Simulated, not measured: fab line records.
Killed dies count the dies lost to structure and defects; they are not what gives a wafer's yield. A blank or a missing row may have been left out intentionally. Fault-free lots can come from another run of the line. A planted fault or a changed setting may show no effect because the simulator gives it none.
Which tool was responsible? / flow n5_finfet / 12 lots with 36 wafers sampled at 6 steps, on a route of 1938 steps

WHAT THE GAUGES SHOWED, per wafer
N5_BEOL_M6_RS_MEAS_57: uses a four-point probe to measure.
lot=L077; measured=day 10 09:31; on=film_metro-01; M6_RS (ohm/sq)=0.272 0.275 0.279
lot=L076; measured=day 10 12:44; on=film_metro-02; M6_RS (ohm/sq)=0.298 0.289 0.306
lot=L078; measured=day 11 14:04; on=film_metro-01; M6_RS (ohm/sq)=0.280 0.283 0.284
lot=L080; measured=day 12 03:39; on=film_metro-01; M6_RS (ohm/sq)=0.279 0.315 0.287
lot=L082; measured=day 13 01:41; on=film_metro-01; M6_RS (ohm/sq)=0.272 0.278 0.274
lot=L085; measured=day 13 06:03; on=film_metro-02; M6_RS (ohm/sq)=0.286 0.274 0.278
lot=L087; measured=day 13 10:52; on=film_metro-02; M6_RS (ohm/sq)=0.280 0.300 0.282
lot=L090; measured=day 14 08:41; on=film_metro-02; M6_RS (ohm/sq)=0.296 0.286 0.291
lot=L091; measured=day 14 13:35; on=film_metro-01; M6_RS (ohm/sq)=0.278 0.288 0.274
lot=L093; measured=day 14 21:05; on=film_metro-01; M6_RS (ohm/sq)=0.270 0.278 0.280
lot=L094; measured=day 15 13:15; on=film_metro-01; M6_RS (ohm/sq)=0.268 0.274 0.273
lot=L096; measured=day 16 01:32; on=film_metro-02; M6_RS (ohm/sq)=0.282 0.284 0.291

TOOL THAT RAN EACH LOT (tool first, then ch and the chambers of the sampled wafers, then the start)
lot=L077; N5_BEOL_M6_STRIP_19=rie_diel-02 ch 0,1,3, day 10 03:18; N5_BEOL_M6_DEGAS_44=pvd_sputter-02, day 10 07:35; N5_BEOL_M6_SURFACE_TREAT_79=pvd_sputter-02, day 10 07:59; N5_BEOL_M6_SPUTTER_48=pvd_sputter-02, day 10 08:13; N5_BEOL_M6_ANNEAL_51=rtp_anneal-02 ch 0, day 10 08:47
lot=L076; N5_BEOL_M6_STRIP_19=rie_diel-03 ch 2,3, day 10 07:07; N5_BEOL_M6_DEGAS_44=pvd_sputter-03, day 10 10:40; N5_BEOL_M6_SURFACE_TREAT_79=pvd_sputter-02, day 10 11:04; N5_BEOL_M6_SPUTTER_48=pvd_sputter-02, day 10 11:19; N5_BEOL_M6_ANNEAL_51=rtp_anneal-02 ch 0, day 10 12:05
lot=L078; N5_BEOL_M6_STRIP_19=rie_diel-03 ch 1,2,3, day 11 08:14; N5_BEOL_M6_DEGAS_44=pvd_sputter-02, day 11 12:01; N5_BEOL_M6_SURFACE_TREAT_79=pvd_sputter-02, day 11 12:29; N5_BEOL_M6_SPUTTER_48=pvd_sputter-01, day 11 12:50; N5_BEOL_M6_ANNEAL_51=rtp_anneal-02 ch 0, day 11 13:23
lot=L080; N5_BEOL_M6_STRIP_19=rie_diel-05 ch 0,3, day 11 23:08; N5_BEOL_M6_DEGAS_44=pvd_sputter-02, day 12 02:06; N5_BEOL_M6_SURFACE_TREAT_79=pvd_sputter-02, day 12 02:30; N5_BEOL_M6_SPUTTER_48=pvd_sputter-02, day 12 02:42; N5_BEOL_M6_ANNEAL_51=rtp_anneal-01 ch 0, day 12 02:55
lot=L082; N5_BEOL_M6_STRIP_19=rie_diel-02 ch 0,1,3, day 12 16:22; N5_BEOL_M6_DEGAS_44=pvd_sputter-02, day 12 23:16; N5_BEOL_M6_SURFACE_TREAT_79=pvd_sputter-02, day 13 00:05; N5_BEOL_M6_SPUTTER_48=pvd_sputter-02, day 13 00:34; N5_BEOL_M6_ANNEAL_51=rtp_anneal-02 ch 0, day 13 00:56
lot=L085; N5_BEOL_M6_STRIP_19=rie_diel-02 ch 0,1,2, day 13 00:50; N5_BEOL_M6_DEGAS_44=pvd_sputter-03, day 13 04:31; N5_BEOL_M6_SURFACE_TREAT_79=pvd_sputter-03, day 13 04:55; N5_BEOL_M6_SPUTTER_48=pvd_sputter-03, day 13 05:07; N5_BEOL_M6_ANNEAL_51=rtp_anneal-01 ch 0, day 13 05:22
lot=L087; N5_BEOL_M6_STRIP_19=rie_diel-05 ch 2,3, day 13 05:21; N5_BEOL_M6_DEGAS_44=pvd_sputter-02, day 13 07:44; N5_BEOL_M6_SURFACE_TREAT_79=pvd_sputter-01, day 13 08:08; N5_BEOL_M6_SPUTTER_48=pvd_sputter-03, day 13 09:53; N5_BEOL_M6_ANNEAL_51=rtp_anneal-02 ch 0, day 13 10:06
lot=L090; N5_BEOL_M6_STRIP_19=rie_diel-02 ch 2,3, day 14 05:10; N5_BEOL_M6_DEGAS_44=pvd_sputter-01, day 14 06:55; N5_BEOL_M6_SURFACE_TREAT_79=pvd_sputter-02, day 14 07:22; N5_BEOL_M6_SPUTTER_48=pvd_sputter-02, day 14 07:43; N5_BEOL_M6_ANNEAL_51=rtp_anneal-01 ch 0, day 14 08:00
lot=L091; N5_BEOL_M6_STRIP_19=rie_diel-02 ch 0,1,2, day 14 10:08; N5_BEOL_M6_DEGAS_44=pvd_sputter-01, day 14 11:49; N5_BEOL_M6_SURFACE_TREAT_79=pvd_sputter-02, day 14 12:14; N5_BEOL_M6_SPUTTER_48=pvd_sputter-02, day 14 12:25; N5_BEOL_M6_ANNEAL_51=rtp_anneal-01 ch 0, day 14 12:58
lot=L093; N5_BEOL_M6_STRIP_19=rie_diel-03 ch 1,2, day 14 16:42; N5_BEOL_M6_DEGAS_44=pvd_sputter-02, day 14 19:03; N5_BEOL_M6_SURFACE_TREAT_79=pvd_sputter-02, day 14 19:41; N5_BEOL_M6_SPUTTER_48=pvd_sputter-02, day 14 19:57; N5_BEOL_M6_ANNEAL_51=rtp_anneal-01 ch 0, day 14 20:13
lot=L094; N5_BEOL_M6_STRIP_19=rie_diel-05 ch 1,2,3, day 15 08:02; N5_BEOL_M6_DEGAS_44=pvd_sputter-01, day 15 11:28; N5_BEOL_M6_SURFACE_TREAT_79=pvd_sputter-02, day 15 11:55; N5_BEOL_M6_SPUTTER_48=pvd_sputter-01, day 15 12:11; N5_BEOL_M6_ANNEAL_51=rtp_anneal-02 ch 0, day 15 12:38
lot=L096; N5_BEOL_M6_STRIP_19=rie_diel-02 ch 0,1,2, day 15 17:45; N5_BEOL_M6_DEGAS_44=pvd_sputter-01, day 15 23:29; N5_BEOL_M6_SURFACE_TREAT_79=pvd_sputter-01, day 15 23:56; N5_BEOL_M6_SPUTTER_48=pvd_sputter-03, day 16 00:23; N5_BEOL_M6_ANNEAL_51=rtp_anneal-02 ch 0, day 16 00:50
- N5_BEOL_M6_STRIP_19: strips in O2.
- N5_BEOL_M6_DEGAS_44: time 60 s.
- N5_BEOL_M6_SURFACE_TREAT_79
- N5_BEOL_M6_SPUTTER_48: material Cu, target thk 10 nm, time 1.667 s.
- N5_BEOL_M6_ANNEAL_51: time 90 s.

THE ANSWER, worked out from the rows above alone
Rule: what is usual is taken from the lots themselves. Put in order of their means at a reading, lots are off if they are a third of the lots or fewer, leave a main group of 4 or more, and stand apart from it by a gap of 3 or more times the standard deviation of the main group's means; of several such gaps the widest counts. A main group is skipped when, at the precision printed for the reading in the tables above, its means are all equal. A lot without any number at a reading at which 4 lots or more have one is off too. Any other lot the step has rows for is counted as sound.
Nothing can be told from this: no lot is off at any reading shown.

WHAT WAS PUT IN BY THE SIMULATOR
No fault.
